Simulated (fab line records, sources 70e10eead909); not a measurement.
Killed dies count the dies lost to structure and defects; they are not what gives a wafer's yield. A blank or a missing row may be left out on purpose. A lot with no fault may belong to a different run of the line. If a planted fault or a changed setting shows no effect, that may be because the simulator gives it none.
fab line records	flow nand-harc
record: lots: 11	wafers: 33	last-day: 31
route steps=1302 shown P_M1@296 END@1302
lots that met no fault: from a run of the same line without faults
start-h: start of the lot's first displayed wafer, in hours after the record's first day	wait-h: time in hours since the lot's previous step	" same as the row above	L1.1+2: several wafers, shown together as one row	- no value, or no start was given	* or withheld: withheld	< > ~ a bound
route shown NAME@n: a module of which the file shows steps, and the number in the route of the first	usual: mean/standard deviation of fault-free wafers	same: alike in all rows	chamber/n: place in a boat	sites: each site's reading	_std_site: the standard deviation of these	_edge_site: inner sites' mean taken away from outer sites' mean	radius-mm: how far each site lies from the wafer's centre	mask NAME#n: copy n	behind: tool/chamber where the wafer was last shaped	hold: the reason the lot was held/the length of the hold in hours/how it ended	device: the n, p or np transistor that did not switch	end of line: the route-end tests of the same wafers	step lacking rows: just its recipe	killed: at the first sort, the dies lost to defects and structure; wafer yield is something else	map: a wafer's dies, x killed, . not, _ none there
set.NAME: setting as actually run; set.NAME@STEP: the setting as run at that earlier step	model.NAME: the simulator's own value behind a step, which no gauge read
route steps across a sampled set of lots; one table per step, one row per wafer
services: from which hour (start-h, from the record's first day; less than 0 if before it) a tool's chamber was out of use, for how many hours, and why
== steps ==
step: NHARC_P_M1_OVL_MEAS_10
recipe: pitch-nm: 260
usual: overlay-x-nm: -0.1/0.86	overlay-y-nm: 0.2/0.66
lot.wafer	tool	chamber	start-h	wait-h	overlay-x-nm	overlay-y-nm
L148.1	overlay-02	-	135.13	-	0.4	0.5
L148.2	"	-	"	"	0.2	1.2
L148.5	"	-	"	"	0.6	1.2
L150.3	overlay-02	-	149.64	-	-0.6	-0.8
L150.4	"	-	"	"	-0.9	-1.0
L150.5	"	-	"	"	-1.2	-1.1
L152.1	overlay-01	-	173.99	-	-0.8	1.2
L152.2	"	-	"	"	-0.9	1.0
L152.4	"	-	"	"	-0.3	0.0
L153.3	overlay-01	-	184.93	-	-0.3	0.6
L153.4	"	-	"	"	0.4	-0.3
L153.6	"	-	"	"	0.0	-0.3
L154.1	overlay-02	-	190.42	-	1.1	1.0
L154.2	"	-	"	"	1.3	0.9
L154.5	"	-	"	"	0.9	0.5
L157.1	overlay-01	-	229.14	-	-0.5	-0.1
L157.3	"	-	"	"	-0.3	-0.4
L157.6	"	-	"	"	-0.4	0.0
L162.2	overlay-02	-	272.62	-	-1.6	0.6
L162.4	"	-	"	"	-1.1	0.8
L162.5	"	-	"	"	-1.2	0.5
L161.2	overlay-02	-	273.54	-	-0.5	0.1
L161.3	"	-	"	"	0.0	-0.5
L161.5	"	-	"	"	0.0	-0.4
L163.1	overlay-01	-	291.68	-	0.3	0.6
L163.4	"	-	"	"	0.0	-0.4
L163.5	"	-	"	"	0.4	0.1
L164.1	overlay-02	-	299.05	-	1.4	0.5
L164.3	"	-	"	"	1.7	0.8
L164.5	"	-	"	"	1.6	1.2
L165.1	overlay-02	-	300.88	-	0.9	-0.4
L165.3	"	-	"	"	0.6	0.1
L165.5	"	-	"	"	0.2	-0.3
step: NHARC_P_M1_ETCH_35
recipe: target-depth-a: 400	overetch-a: 120	time-s: 43.94	ion-energy-ev: 200	n2-flow-sccm: 150	h2-flow-sccm: 150	ar-flow-sccm: 0	rf-w: 400	bias-w: 150	chemistry: N2/H2
usual: bias-w: 150.0/0.44	drypump-motor-current-A: 5.7/0.51	oes-product-au: 1.000/0.01	rf-vpp-V: 430.2/2.5	showerhead-plenum-p-Torr: 2.03/0.086	throttle-valve-pct: 14.171/0.0091
same: time-s: 43.94
lot.wafer	tool	chamber	start-h	wait-h	bias-w	drypump-motor-current-A	oes-product-au	rf-hours-counter-h	rf-vpp-V	showerhead-plenum-p-Torr	throttle-valve-pct
L148.1	rie-diel-07	1	135.31	0.1	150.0	5.3	1.009	1	427.7	1.96	14.175
L148.2	"	3	"	"	149.5	6.5	1.000	1	435.9	2.19	14.177
L148.5	"	2	"	"	149.9	5.6	0.985	-	428.3	1.98	14.179
L150.3	rie-diel-04	0	149.82	0.1	150.2	4.9	1.007	8	431.7	2.11	14.173
L150.4	"	2	"	"	150.1	5.5	0.984	9	430.2	2.02	14.149
L150.5	"	1	"	"	150.2	5.7	0.985	-	433.3	2.11	14.177
L152.2	rie-diel-04	3	174.18	0.1	149.0	6.5	1.006	10	427.2	1.96	14.182
L152.4	"	0	"	"	150.4	4.9	1.009	10	430.7	2.11	14.173
L152.1	"	1	"	"	149.8	5.7	0.997	10	432.2	2.11	14.176
L153.3	rie-diel-13	3	185.12	0.1	150.7	5.4	1.005	4	433.1	2.14	14.160
L153.4	"	0	"	"	149.3	6.2	1.005	4	431.0	2.05	14.185
L153.6	"	1	"	"	150.5	6.3	1.009	-	426.7	1.92	14.174
L154.2	rie-diel-04	1	190.61	0.1	150.7	5.7	1.005	0	432.4	2.11	14.164
L154.1	"	3	"	"	149.3	6.5	1.007	0	428.9	1.96	14.181
L154.5	"	1	"	"	149.7	5.7	1.008	-	432.6	2.11	14.168
L157.1	rie-diel-04	0	229.32	0.1	150.3	4.9	0.996	2	432.6	2.11	14.168
L157.3	"	3	"	"	149.9	6.5	0.985	2	427.9	1.96	14.180
L157.6	"	1	"	"	149.5	5.7	0.987	-	433.2	2.11	14.173
L162.4	rie-diel-07	1	273.31	0.6	150.1	5.3	1.006	14	428.2	1.96	14.156
L162.2	"	2	"	"	149.4	5.5	0.995	14	428.1	1.97	14.159
L162.5	"	1	"	"	149.7	5.3	0.999	-	427.7	1.96	14.174
L161.2	rie-diel-07	3	273.73	0.1	150.2	6.5	1.001	13	433.5	2.19	14.174
L161.3	"	1	"	"	149.3	5.3	1.007	14	426.6	1.96	14.166
L161.5	"	0	"	"	149.7	6.0	1.004	-	429.3	1.96	14.174
L163.1	rie-diel-07	2	291.86	0.1	150.0	5.6	1.000	15	428.9	1.97	14.159
L163.4	"	0	"	"	149.6	6.0	0.980	16	428.8	1.96	14.167
L163.5	"	1	"	"	149.9	5.3	1.005	-	429.1	1.95	14.189
L164.1	rie-diel-04	3	299.23	0.1	150.9	6.5	1.010	6	428.4	1.95	14.176
L164.3	"	0	"	"	150.2	4.9	1.002	6	432.8	2.11	14.189
L164.5	"	3	"	"	149.8	6.5	0.999	-	428.4	1.95	14.150
L165.1	rie-diel-04	1	301.07	0.1	150.1	5.7	0.978	6	432.8	2.11	14.158
L165.3	"	2	"	"	149.7	5.5	0.983	7	430.7	2.02	14.178
L165.5	"	0	"	"	149.4	4.9	0.996	-	433.1	2.11	14.175
step: NHARC_P_M1_ETCH_28
recipe: target-depth-a: 300	over-etch-frac: 0.3	time-s: 72.99	ion-energy-ev: 150	cf4-flow-sccm: 50	n2-flow-sccm: 100	ar-flow-sccm: 150	rf-w: 300	bias-w: 100	chemistry: CF4/N2
usual: bias-w: 100.0/0.3	drypump-motor-current-A: 5.7/0.5	oes-product-au: 0.998/0.01	rf-vpp-V: 313.8/1.8	showerhead-plenum-p-Torr: 2.61/0.098	throttle-valve-pct: 19.794/0.0088
same: time-s: 72.99
lot.wafer	tool	chamber	start-h	wait-h	bias-w	drypump-motor-current-A	oes-product-au	rf-hours-counter-h	rf-vpp-V	showerhead-plenum-p-Torr	throttle-valve-pct
L148.1	rie-diel-04	1	135.85	-	100.2	5.7	0.983	8	316.0	2.71	19.784
L148.2	"	0	"	"	99.4	4.9	1.003	7	315.3	2.71	19.808
L148.5	"	1	"	"	100.3	5.7	0.987	-	315.0	2.71	19.774
L150.3	rie-diel-07	2	150.81	-	99.7	5.5	0.972	2	313.2	2.55	19.793
L150.4	"	0	"	"	99.7	6.0	1.004	2	310.8	2.54	19.796
L150.5	"	2	"	"	100.3	5.5	0.987	-	312.7	2.55	19.800
L152.2	rie-diel-04	0	174.72	-	100.0	4.9	1.017	10	315.9	2.71	19.791
L152.4	"	1	"	"	100.4	5.7	0.991	10	315.3	2.71	19.781
L152.1	"	2	"	"	100.3	5.6	0.989	10	314.4	2.61	19.795
L153.3	rie-diel-13	2	188.40	-	99.8	5.3	1.008	6	312.0	2.53	19.802
L153.4	"	3	"	"	99.9	5.4	0.999	8	316.2	2.74	19.809
L153.6	"	2	"	"	99.8	5.3	1.015	-	311.9	2.53	19.801
L154.2	rie-diel-07	1	191.15	-	99.8	5.3	1.006	5	312.1	2.53	19.791
L154.1	"	2	"	"	100.1	5.5	0.989	6	313.1	2.55	19.809
L154.5	"	1	"	"	99.4	5.3	1.008	-	311.8	2.53	19.802
L157.1	rie-diel-07	1	229.89	-	99.8	5.3	1.004	9	312.8	2.53	19.791
L157.3	"	2	"	"	100.6	5.6	0.991	9	314.3	2.55	19.799
L157.6	"	0	"	"	100.1	6.0	0.990	-	312.5	2.53	19.817
L162.2	rie-diel-04	1	273.85	-	99.9	5.7	0.989	4	314.5	2.71	19.796
L162.4	"	2	"	"	100.1	5.5	0.988	5	313.6	2.60	19.796
L162.5	"	0	"	"	100.2	4.9	0.856	-	316.7	2.71	19.797
L161.3	rie-diel-07	2	274.26	-	100.3	5.6	0.998	14	312.4	2.55	19.788
L161.2	"	0	"	"	99.8	5.9	0.996	14	313.5	2.53	19.800
L161.5	"	3	"	"	100.1	6.5	1.003	-	316.8	2.80	19.788
L163.4	rie-diel-04	1	292.45	-	100.2	5.7	0.992	5	316.0	2.71	19.800
L163.1	"	2	"	"	100.7	5.5	0.983	7	314.4	2.60	19.799
L163.5	"	1	"	"	100.3	5.7	0.858	-	316.2	2.71	19.800
L164.1	rie-diel-13	3	299.77	-	99.8	5.4	0.990	42	316.4	2.73	19.796
L164.3	"	1	"	"	99.8	6.3	0.986	44	311.3	2.47	19.803
L164.5	"	3	"	"	100.1	5.4	0.990	-	316.8	2.73	19.798
L165.3	rie-diel-13	3	301.60	-	100.2	5.4	1.008	42	315.9	2.73	19.800
L165.1	"	1	"	"	99.7	6.3	1.009	45	311.1	2.47	19.802
L165.5	"	0	"	"	100.2	6.3	1.006	-	315.2	2.62	19.795
step: NHARC_P_M1_INSPECT_27
usual: raw-defect-count: 319/120
lot.wafer	tool	chamber	start-h	wait-h	raw-defect-count
L148.1	defect-inspect-01	-	137.81	0.0	164
L148.2	"	-	"	"	216
L148.5	"	-	"	"	420
L150.3	defect-inspect-02	-	152.76	0.0	595
L150.4	"	-	"	"	699
L150.5	"	-	"	"	702
L152.1	defect-inspect-02	-	176.67	0.0	259
L152.2	"	-	"	"	370
L152.4	"	-	"	"	230
L153.3	defect-inspect-02	-	190.34	0.0	329
L153.4	"	-	"	"	291
L153.6	"	-	"	"	290
L154.1	defect-inspect-01	-	193.12	0.0	255
L154.2	"	-	"	"	522
L154.5	"	-	"	"	212
L157.1	defect-inspect-02	-	231.85	0.0	198
L157.3	"	-	"	"	343
L157.6	"	-	"	"	582
L162.2	defect-inspect-02	-	275.78	0.0	413
L162.4	"	-	"	"	465
L162.5	"	-	"	"	253
L161.2	defect-inspect-02	-	276.21	0.0	275
L161.3	"	-	"	"	232
L161.5	"	-	"	"	202
L163.1	defect-inspect-02	-	294.42	0.0	294
L163.4	"	-	"	"	340
L163.5	"	-	"	"	376
L164.1	defect-inspect-01	-	301.72	0.0	211
L164.3	"	-	"	"	192
L164.5	"	-	"	"	159
L165.1	defect-inspect-02	-	303.55	0.0	285
L165.3	"	-	"	"	120
L165.5	"	-	"	"	149
step: NHARC_END_SORT_01
recipe: temp-c: 25
usual: defect-limited-yield: 91.4/2.7	killed-at-array: 53/18	killed-at-other: 1.0/1.2	killed-at-periphery: 3.6/2.4	killed-dies: 58/18	killed-open: 3.4/1.8	killed-short: 2.3/1.5	sort_bin_2_pct: 3.1/1.2	sort_bin_3_pct: 0.7/0.39	sort_bin_4_pct: 4.8/1.6	sort-n-pass: 619/18	sort-rim-yield-pct: 88/4.1	sort-yield-pct: 91.4/2.7
same: gross-dies: 677	sort_bin_5_pct[%]: 0	sort_bin_6_pct[%]: 0	sort_bin_7_pct[%]: 0	sort_bin_8_pct[%]: 0	sort-rim-n-gross: 106.00
lot.wafer	tool	chamber	start-h	wait-h	defect-limited-yield[%]	killed-at-array	killed-at-other	killed-at-periphery	killed-dies	killed-open	killed-short	sort_bin_2_pct[%]	sort_bin_3_pct[%]	sort_bin_4_pct[%]	sort-n-pass	sort-rim-yield-pct[%]	sort-yield-pct[%]
L148.1	prober-01	0	571.58	2.5	88.0	76	0	5	81	4	4	4.6	0.9	6.5	596	92	88.0
L148.2	prober-01	0	572.38	2.8	87.4	76	1	8	85	3	2	5.8	0.4	6.4	592	82	87.4
L148.5	prober-01	0	574.79	3.7	85.8	88	1	7	96	7	1	5.0	1.0	8.1	581	85	85.8
L150.3	prober-01	0	613.54	3.1	94.2	35	0	4	39	6	1	1.2	0.9	3.7	638	87	94.2
L150.4	prober-01	0	614.33	3.4	95.0	29	1	4	34	4	1	2.1	0.4	2.5	643	89	95.0
L150.5	prober-01	0	615.13	3.7	94.7	32	0	4	36	8	1	1.5	0.6	3.2	641	90	94.7
L152.1	prober-02	0	619.40	2.5	94.4	34	3	1	38	2	1	2.4	0.6	2.7	639	93	94.4
L152.2	prober-02	0	620.20	2.8	92.9	43	3	2	48	3	5	2.7	0	4.4	629	92	92.9
L152.4	prober-02	0	621.80	3.4	93.4	38	2	5	45	4	4	1.8	0.9	4.0	632	91	93.4
L154.1	prober-02	0	633.87	2.5	93.2	41	1	4	46	3	2	2.5	0.4	3.8	631	88	93.2
L154.2	prober-02	0	634.68	2.8	92.2	48	0	5	53	5	2	3.1	0.1	4.6	624	97	92.2
L154.5	prober-02	0	637.10	3.7	93.5	39	0	5	44	2	3	2.8	0.3	3.4	633	96	93.5
L153.3	prober-01	0	645.46	3.1	88.6	72	0	5	77	4	1	5.0	0.9	5.5	600	85	88.6
L153.4	prober-01	0	646.26	3.4	90.8	61	0	1	62	2	1	3.7	0.7	4.7	615	88	90.8
L153.6	prober-01	0	647.86	4.0	90.1	65	0	2	67	4	1	3.2	0.7	5.9	610	89	90.1
L157.1	prober-01	0	653.92	2.5	86.9	84	2	3	89	2	1	5.2	0.6	7.4	588	82	86.9
L157.3	prober-01	0	655.54	3.1	87.3	80	3	3	86	5	6	4.3	0.7	7.7	591	87	87.3
L157.6	prober-01	0	657.96	4.0	86.3	89	1	3	93	2	2	5.8	1.2	6.8	584	83	86.3
L161.2	prober-01	0	717.69	2.8	87.7	71	1	11	83	4	2	4.3	1.2	6.8	594	88	87.7
L161.3	prober-01	0	718.48	3.1	86.3	84	2	7	93	5	2	4.4	1.3	8.0	584	77	86.3
L161.5	prober-01	0	720.07	3.7	88.3	74	0	5	79	2	2	4.1	0.7	6.8	598	90	88.3
L162.2	prober-02	0	717.73	2.8	87.3	73	0	13	86	2	2	3.5	0.9	8.3	591	89	87.3
L162.4	prober-02	0	719.33	3.4	90.8	52	0	10	62	3	4	3.2	1.0	4.9	615	90	90.8
L162.5	prober-02	0	720.13	3.7	87.4	75	1	9	85	3	8	4.6	0.6	7.4	592	91	87.4
L163.1	prober-01	0	732.92	2.5	93.5	41	2	1	44	3	0	1.9	0.3	4.3	633	88	93.5
L163.4	prober-01	0	735.38	3.5	93.8	36	2	4	42	4	2	2.5	0.6	3.1	635	93	93.8
L163.5	prober-01	0	736.20	3.8	93.5	40	1	3	44	5	4	2.1	0.4	4.0	633	87	93.5
L164.1	prober-02	0	732.99	2.5	94.5	35	0	2	37	5	1	1.3	0.4	3.7	640	92	94.5
L164.3	prober-02	0	734.59	3.1	94.4	34	1	3	38	0	2	2.1	0.3	3.2	639	92	94.4
L164.5	prober-02	0	736.19	3.7	95.7	27	1	1	29	2	0	1.8	0	2.5	648	91	95.7
L165.1	prober-02	0	740.79	2.5	90.0	62	0	6	68	5	2	3.4	0.4	6.2	609	84	90.0
L165.3	prober-02	0	742.40	3.1	90.0	66	0	2	68	2	5	4.4	1.2	4.4	609	83	90.0
L165.5	prober-02	0	744.01	3.7	87.1	85	0	2	87	4	4	4.6	0.6	7.7	590	81	87.1
killed by level:class
L148.1 A_CHANNEL_HOLE_D1:chamber-film-flake=23 A_CHANNEL_HOLE_D2:chamber-film-flake=22 A_SLIT:chamber-film-flake=16 P_M2:chamber-film-flake=5 A_STAIRCASE:chamber-film-flake=4 A_ONON_D1:geometric-particle:open=1 A_CHANNEL_FILL_D1:geometric-particle:short=1 A_DECK1_JOINT:geometric-particle:short=1
L148.2 A_CHANNEL_HOLE_D1:chamber-film-flake=21 A_SLIT:chamber-film-flake=21 A_CHANNEL_HOLE_D2:chamber-film-flake=19 A_STAIRCASE:chamber-film-flake=8 P_GATE:chamber-film-flake=3 P_M2:chamber-film-flake=3 A_WL_FILL:chamber-film-flake=2 P_GATE:geometric-particle:open=1
L148.5 A_CHANNEL_HOLE_D1:chamber-film-flake=31 A_CHANNEL_HOLE_D2:chamber-film-flake=26 A_SLIT:chamber-film-flake=16 A_STAIRCASE:chamber-film-flake=4 P_M2:chamber-film-flake=3 A_DECK1_JOINT:chamber-film-flake=3 P_GATE:chamber-film-flake=2 P_M2:geometric-particle:open=1
L150.3 A_SLIT:chamber-film-flake=16 A_CONTACT:chamber-film-flake=5 A_CHANNEL_HOLE_D2:chamber-film-flake=4 A_STAIRCASE:chamber-film-flake=3 P_M0:geometric-particle:open=2 A_BLC:geometric-particle:open=2 P_CONTACT:geometric-particle:open=1 A_CHANNEL_FILL_D2:geometric-particle:short=1
L150.4 A_SLIT:chamber-film-flake=11 A_CHANNEL_HOLE_D2:chamber-film-flake=4 P_GATE:chamber-film-flake=2 A_STAIRCASE:chamber-film-flake=2 A_ZERO_WELL:chamber-film-flake=2 A_CHANNEL_FILL_D2:chamber-film-flake=2 A_WL_FILL:chamber-film-flake=2 P_CONTACT:geometric-particle:open=1
L150.5 A_SLIT:chamber-film-flake=13 A_CHANNEL_HOLE_D2:chamber-film-flake=5 A_CONTACT:chamber-film-flake=4 P_M0:geometric-particle:open=2 A_WL_FILL:geometric-particle:open=2 A_CHANNEL_HOLE_D1:chamber-film-flake=2 P_CONTACT:geometric-particle:open=1 A_ONON_D2:geometric-particle:open=1
L152.1 A_CHANNEL_HOLE_D2:chamber-film-flake=26 A_STAIRCASE:chamber-film-flake=3 THIN_TSV:chamber-film-flake=3 A_CHANNEL_FILL_D1:geometric-particle:short=1 A_CHANNEL_FILL_D1:geometric-particle:open=1 A_SGD_CUT:geometric-particle:open=1 P_STI:chamber-film-flake=1 A_DECK1_JOINT:chamber-film-flake=1
L152.2 A_CHANNEL_HOLE_D2:chamber-film-flake=27 A_CONTACT:chamber-film-flake=3 THIN_TSV:chamber-film-flake=3 A_CHANNEL_HOLE_D1:chamber-film-flake=2 A_ONON_D1:geometric-particle:short=1 A_CHANNEL_HOLE_D1:geometric-particle:short=1 A_CHANNEL_FILL_D2:geometric-particle:open=1 A_SLIT:geometric-particle:short=1
L152.4 A_CHANNEL_HOLE_D2:chamber-film-flake=21 A_CONTACT:chamber-film-flake=5 P_GATE:chamber-film-flake=2 A_ZERO_WELL:chamber-film-flake=2 A_CHANNEL_HOLE_D1:chamber-film-flake=2 THIN_TSV:chamber-film-flake=2 P_GATE:geometric-particle:short=1 P_M0:geometric-particle:short=1
L154.1 A_CHANNEL_HOLE_D2:chamber-film-flake=26 A_CHANNEL_HOLE_D1:chamber-film-flake=9 A_CONTACT:chamber-film-flake=2 P_M0:geometric-particle:open=1 A_SOURCE_PLATE:geometric-particle:short=1 A_CHANNEL_FILL_D2:geometric-particle:open=1 A_M0:geometric-particle:open=1 STARTING-WAFER:geometric-particle:short=1
L154.2 A_CHANNEL_HOLE_D2:chamber-film-flake=33 A_WL_FILL:chamber-film-flake=3 A_ONON_D2:geometric-particle:open=2 P_BONDPAD:chamber-film-flake=2 A_ZERO_WELL:chamber-film-flake=2 A_CHANNEL_HOLE_D1:chamber-film-flake=2 P_STI:geometric-particle:short=1 P_CONTACT:geometric-particle:short=1
L154.5 A_CHANNEL_HOLE_D2:chamber-film-flake=27 A_CONTACT:chamber-film-flake=7 P_BONDPAD:chamber-film-flake=2 P_CONTACT:geometric-particle:open=1 P_M1:geometric-particle:short=1 A_CHANNEL_HOLE_D1:geometric-particle:short=1 A_WL_FILL:geometric-particle:open=1 A_M0:geometric-particle:short=1
L153.3 A_CHANNEL_HOLE_D1:chamber-film-flake=29 A_SLIT:chamber-film-flake=22 A_CHANNEL_HOLE_D2:chamber-film-flake=9 A_CONTACT:chamber-film-flake=5 P_ZERO_WELL:chamber-film-flake=3 A_ONON_D1:geometric-particle:open=2 A_STAIRCASE:chamber-film-flake=2 P_M0:geometric-particle:open=1
L153.4 A_CHANNEL_HOLE_D1:chamber-film-flake=27 A_SLIT:chamber-film-flake=15 A_CHANNEL_HOLE_D2:chamber-film-flake=7 A_STAIRCASE:chamber-film-flake=3 A_CHANNEL_FILL_D1:chamber-film-flake=3 A_CONTACT:chamber-film-flake=3 A_CHANNEL_HOLE_D2:geometric-particle:open=1 A_STAIRCASE:geometric-particle:open=1
L153.6 A_CHANNEL_HOLE_D1:chamber-film-flake=28 A_SLIT:chamber-film-flake=20 A_CHANNEL_HOLE_D2:chamber-film-flake=5 A_CONTACT:chamber-film-flake=5 A_M0:geometric-particle:open=3 P_GATE:geometric-particle:open=1 A_ONON_D1:geometric-particle:short=1 P_CONTACT:chamber-film-flake=1
L157.1 A_CHANNEL_HOLE_D1:chamber-film-flake=30 A_SLIT:chamber-film-flake=22 A_CHANNEL_HOLE_D2:chamber-film-flake=8 A_STAIRCASE:chamber-film-flake=6 A_CHANNEL_FILL_D1:chamber-film-flake=5 A_CONTACT:chamber-film-flake=5 A_WL_FILL:chamber-film-flake=5 A_ZERO_WELL:chamber-film-flake=2
L157.3 A_CHANNEL_HOLE_D1:chamber-film-flake=22 A_SLIT:chamber-film-flake=19 A_CHANNEL_HOLE_D2:chamber-film-flake=11 A_ZERO_WELL:chamber-film-flake=6 A_STAIRCASE:chamber-film-flake=6 A_CONTACT:chamber-film-flake=3 P_STI:chamber-film-flake=2 THIN_TSV:chamber-film-flake=2
L157.6 A_CHANNEL_HOLE_D1:chamber-film-flake=34 A_SLIT:chamber-film-flake=21 A_CHANNEL_HOLE_D2:chamber-film-flake=14 A_STAIRCASE:chamber-film-flake=4 A_CONTACT:chamber-film-flake=4 A_CHANNEL_FILL_D1:chamber-film-flake=3 P_STI:chamber-film-flake=2 A_M1:chamber-film-flake=2
L161.2 A_CHANNEL_HOLE_D1:chamber-film-flake=31 A_SLIT:chamber-film-flake=17 A_CHANNEL_HOLE_D2:chamber-film-flake=9 A_CONTACT:chamber-film-flake=4 A_BONDPAD:chamber-film-flake=4 P_M0:geometric-particle:open=3 P_CONTACT:chamber-film-flake=3 P_GATE:chamber-film-flake=2
L162.2 A_CHANNEL_HOLE_D1:chamber-film-flake=35 A_CHANNEL_HOLE_D2:chamber-film-flake=14 P_CONTACT:chamber-film-flake=12 A_SLIT:chamber-film-flake=8 A_BONDPAD:chamber-film-flake=6 A_DECK1_JOINT:chamber-film-flake=3 A_CHANNEL_FILL_D1:geometric-particle:short=1 A_SLIT:geometric-particle:short=1
L161.3 A_SLIT:chamber-film-flake=29 A_CHANNEL_HOLE_D1:chamber-film-flake=22 A_CHANNEL_HOLE_D2:chamber-film-flake=14 A_BONDPAD:chamber-film-flake=5 P_CONTACT:geometric-particle:open=2 P_GATE:chamber-film-flake=2 P_CONTACT:chamber-film-flake=2 A_CHANNEL_FILL_D2:chamber-film-flake=2
L162.4 A_CHANNEL_HOLE_D1:chamber-film-flake=20 A_CHANNEL_HOLE_D2:chamber-film-flake=14 P_CONTACT:chamber-film-flake=5 A_SLIT:chamber-film-flake=4 P_GATE:chamber-film-flake=3 A_CONTACT:chamber-film-flake=3 A_M0:chamber-film-flake=3 A_BONDPAD:chamber-film-flake=2
L161.5 A_CHANNEL_HOLE_D1:chamber-film-flake=34 A_SLIT:chamber-film-flake=20 A_CHANNEL_HOLE_D2:chamber-film-flake=8 A_CONTACT:chamber-film-flake=5 A_BONDPAD:chamber-film-flake=4 P_GATE:chamber-film-flake=2 P_CONTACT:geometric-particle:open=1 P_M2:geometric-particle:short=1
L162.5 A_CHANNEL_HOLE_D1:chamber-film-flake=31 A_CHANNEL_HOLE_D2:chamber-film-flake=21 A_SLIT:chamber-film-flake=8 A_WL_FILL:geometric-particle:short=4 A_BONDPAD:chamber-film-flake=4 P_GATE:chamber-film-flake=3 P_CONTACT:chamber-film-flake=3 A_STAIRCASE:chamber-film-flake=3
L163.1 A_SLIT:chamber-film-flake=24 A_CHANNEL_HOLE_D1:chamber-film-flake=5 A_CHANNEL_FILL_D2:chamber-film-flake=4 A_STAIRCASE:chamber-film-flake=3 THIN_TSV:chamber-film-flake=2 A_CHANNEL_FILL_D1:geometric-particle:open=1 A_ONON_D2:geometric-particle:open=1 A_CHANNEL_FILL_D2:geometric-particle:open=1
L164.1 A_CHANNEL_HOLE_D2:chamber-film-flake=16 A_CHANNEL_HOLE_D1:chamber-film-flake=5 A_SLIT:chamber-film-flake=5 A_ONON_D2:geometric-particle:open=2 A_DECK1_JOINT:chamber-film-flake=2 A_STAIRCASE:chamber-film-flake=2 P_CONTACT:geometric-particle:open=1 P_M1:geometric-particle:open=1
L164.3 A_CHANNEL_HOLE_D1:chamber-film-flake=11 A_CHANNEL_HOLE_D2:chamber-film-flake=10 A_SLIT:chamber-film-flake=5 A_STAIRCASE:chamber-film-flake=3 A_CONTACT:chamber-film-flake=3 P_CONTACT:geometric-particle:short=2 A_DECK1_JOINT:chamber-film-flake=2 P_ZERO_WELL:chamber-film-flake=1
L163.4 A_SLIT:chamber-film-flake=15 A_CHANNEL_HOLE_D1:chamber-film-flake=5 A_CONTACT:chamber-film-flake=5 A_STAIRCASE:chamber-film-flake=4 A_DECK1_JOINT:chamber-film-flake=3 P_M0:geometric-particle:open=2 THIN_TSV:chamber-film-flake=2 P_STI:geometric-particle:open=1
L164.5 A_CHANNEL_HOLE_D2:chamber-film-flake=9 A_CHANNEL_HOLE_D1:chamber-film-flake=5 A_DECK1_JOINT:chamber-film-flake=3 A_STAIRCASE:chamber-film-flake=3 A_SLIT:chamber-film-flake=3 A_CONTACT:chamber-film-flake=2 P_M1:geometric-particle:open=1 A_BLC:geometric-particle:open=1
L163.5 A_SLIT:chamber-film-flake=19 A_CHANNEL_HOLE_D1:chamber-film-flake=6 A_CHANNEL_FILL_D2:geometric-particle:short=2 A_CHANNEL_FILL_D1:chamber-film-flake=2 A_CHANNEL_FILL_D2:chamber-film-flake=2 A_CONTACT:chamber-film-flake=2 P_M0:geometric-particle:open=1 A_CHANNEL_FILL_D1:geometric-particle:open=1
L165.1 A_SLIT:chamber-film-flake=25 A_CHANNEL_HOLE_D1:chamber-film-flake=21 A_STAIRCASE:chamber-film-flake=8 P_GATE:chamber-film-flake=3 P_GATE:geometric-particle:open=2 A_ONON_D1:geometric-particle:short=1 A_ONON_D2:geometric-particle:open=1 A_SGD_CUT:geometric-particle:short=1
L165.3 A_CHANNEL_HOLE_D1:chamber-film-flake=28 A_SLIT:chamber-film-flake=16 A_CONTACT:chamber-film-flake=7 A_STAIRCASE:chamber-film-flake=4 A_CHANNEL_FILL_D2:geometric-particle:short=2 A_CHANNEL_FILL_D2:chamber-film-flake=2 P_M2:geometric-particle:short=1 A_DECK1_JOINT:geometric-particle:open=1
L165.5 A_CHANNEL_HOLE_D1:chamber-film-flake=28 A_SLIT:chamber-film-flake=25 A_CONTACT:chamber-film-flake=12 A_STAIRCASE:chamber-film-flake=6 A_CHANNEL_FILL_D2:chamber-film-flake=2 P_GATE:geometric-particle:open=1 A_ONON_D1:geometric-particle:short=1 A_DECK1_JOINT:geometric-particle:open=1
== services ==
tool	chamber	start-h	hours	kind
rie-diel-07	-	117.30	9.0	pm
rie-diel-04	0	132.57	-	clean
rie-diel-04	1	132.57	-	clean
rie-diel-04	2	132.57	-	clean
rie-diel-04	3	132.57	-	clean
rie-diel-07	3	136.23	8.5	repair
rie-diel-13	3	154.79	10.9	repair
rie-diel-04	0	157.07	-	clean
rie-diel-04	1	157.07	-	clean
rie-diel-04	2	157.07	-	clean
rie-diel-04	3	157.07	-	clean
rie-diel-13	2	160.84	3.0	repair
rie-diel-13	-	165.03	9.0	pm
rie-diel-04	-	177.91	9.0	pm
rie-diel-04	0	177.91	9.0	vent-cycle
rie-diel-04	1	177.91	9.0	vent-cycle
rie-diel-13	2	196.67	6.1	repair
rie-diel-13	1	216.15	3.1	repair
rie-diel-07	1	251.76	3.7	repair
rie-diel-13	2	257.45	5.0	repair
rie-diel-04	1	259.50	9.0	repair
rie-diel-13	3	274.77	7.7	repair
rie-diel-04	1	289.33	2.8	repair
rie-diel-07	-	294.33	9.0	pm
== key ==
first-sign: step: NHARC_P_M1_ETCH_28	reading: oes-product-au	direction: down	sigmas: 14	usual: 0.998	struck: 0.857
effect none on later readings
met-at NHARC_P_M1_ETCH_28
struck-lots L162,L163
struck-wafers L162.5,L163.5
not-acting-at NHARC_P_M1_OVL_MEAS_10,NHARC_P_M1_ETCH_35,NHARC_P_M1_INSPECT_27
onset-between 174.72 273.85
fault: kind: process-parameter-drift	tool: rie-diel-04	chamber: -	onset-h: 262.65	steps: NHARC_P_M1_ETCH_28	channel: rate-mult	offset: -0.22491	shape: step	end-h: 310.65	scope: struck-wafers-only
